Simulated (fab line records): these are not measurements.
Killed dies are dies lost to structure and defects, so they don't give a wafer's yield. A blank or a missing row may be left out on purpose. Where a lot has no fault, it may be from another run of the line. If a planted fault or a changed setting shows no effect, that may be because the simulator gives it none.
Matching of chambers + flow n5 finfet + N5_DUMMY_GATE_DESCUM_20 on rie diel-01: 4 sister chambers
The step chemistry O2, time 6.2 s. 14 wafers are shown with their chamber, then 7 later ones without.

## WAFERS PAIRED WITH THEIR CHAMBERS
| wafer  | chamber | showerhead plenum p Torr (Torr) | oes product au (a.u.) | rf vpp V (V) |
|--------|---------|---------------------------------|-----------------------|--------------|
| L075.2 | 1       | 2.13                            | 0.72                  | 243.7        |
| L075.5 | 3       | 2.11                            | 0.82                  | 244.4        |
| L075.6 | 0       | 2.09                            | 0.71                  | 243.5        |
| L076.1 | 1       | 2.13                            | 0.71                  | 242.8        |
| L076.4 | 2       | 2.21                            | 0.75                  | 244.2        |
| L076.6 | 1       | 2.13                            | 0.72                  | 243.5        |
| L086.2 | 1       | 2.12                            | 0.71                  | 244.5        |
| L086.4 | 0       | 2.08                            | 0.71                  | 242.6        |
| L086.6 | 3       | 2.10                            | 0.80                  | 242.2        |
| L088.1 | 0       | 2.08                            | 0.70                  | 241.9        |
| L088.2 | 3       | 2.10                            | 0.78                  | 243.9        |
| L088.3 | 1       | 2.12                            | 0.70                  | 243.0        |
| L091.3 | 3       | 2.10                            | 0.79                  | 244.5        |
| L091.4 | 0       | 2.08                            | 0.71                  | 243.6        |

SIGNATURES (averages over the wafers above)
| reading                  | chamber 0 | chamber 1 | chamber 2 | chamber 3 | scatter within a chamber |
|--------------------------|-----------|-----------|-----------|-----------|--------------------------|
| showerhead plenum p Torr | 2.0825    | 2.1260    | 2.2100    | 2.1025    | 0.0052                   |
| oes product au           | 0.7075    | 0.7120    | 0.7500    | 0.7975    | 0.0111                   |
| rf vpp V                 | 242.900   | 243.500   | 244.200   | 243.750   | 0.844                    |
Rule: distance of a wafer from a chamber = root of the sum over the readings of ((wafer's reading minus chamber's mean) / reading's scatter) squared. If the next closest chamber is less than 2 further off than the closest, the wafer can't be placed; otherwise it belongs to the closest. The scatter: take each reading less its chamber's mean, square it, sum over the shown wafers, divide by the number of wafers less the number of chambers, and take the root.

## WAFERS WHOSE CHAMBER IS MISSING
| wafer  | showerhead plenum p Torr (Torr) | oes product au (a.u.) | rf vpp V (V) |
|--------|---------------------------------|-----------------------|--------------|
| L091.6 | 2.10                            | 0.78                  | 243.2        |
| L096.2 | 2.20                            | 0.72                  | 244.3        |
| L096.3 | 2.07                            | 0.70                  | 243.8        |
| L096.5 | 2.09                            | 0.78                  | 242.2        |
| L097.2 | 2.07                            | 0.69                  | 242.3        |
| L097.4 | 2.09                            | 0.78                  | 243.0        |
| L097.5 | 2.20                            | 0.73                  | 245.8        |

## EACH ONE'S CHAMBER
| wafer  | from the rows above | in truth |
|--------|---------------------|----------|
| L091.6 | 3                   | 3        |
| L096.2 | 2                   | 2        |
| L096.3 | 0                   | 0        |
| L096.5 | 3                   | 3        |
| L097.2 | 0                   | 0        |
| L097.4 | 3                   | 3        |
| L097.5 | 2                   | 2        |
Placed correctly: 7 of 7. From these rows, 0 cannot be placed. Placed wrongly: 0.
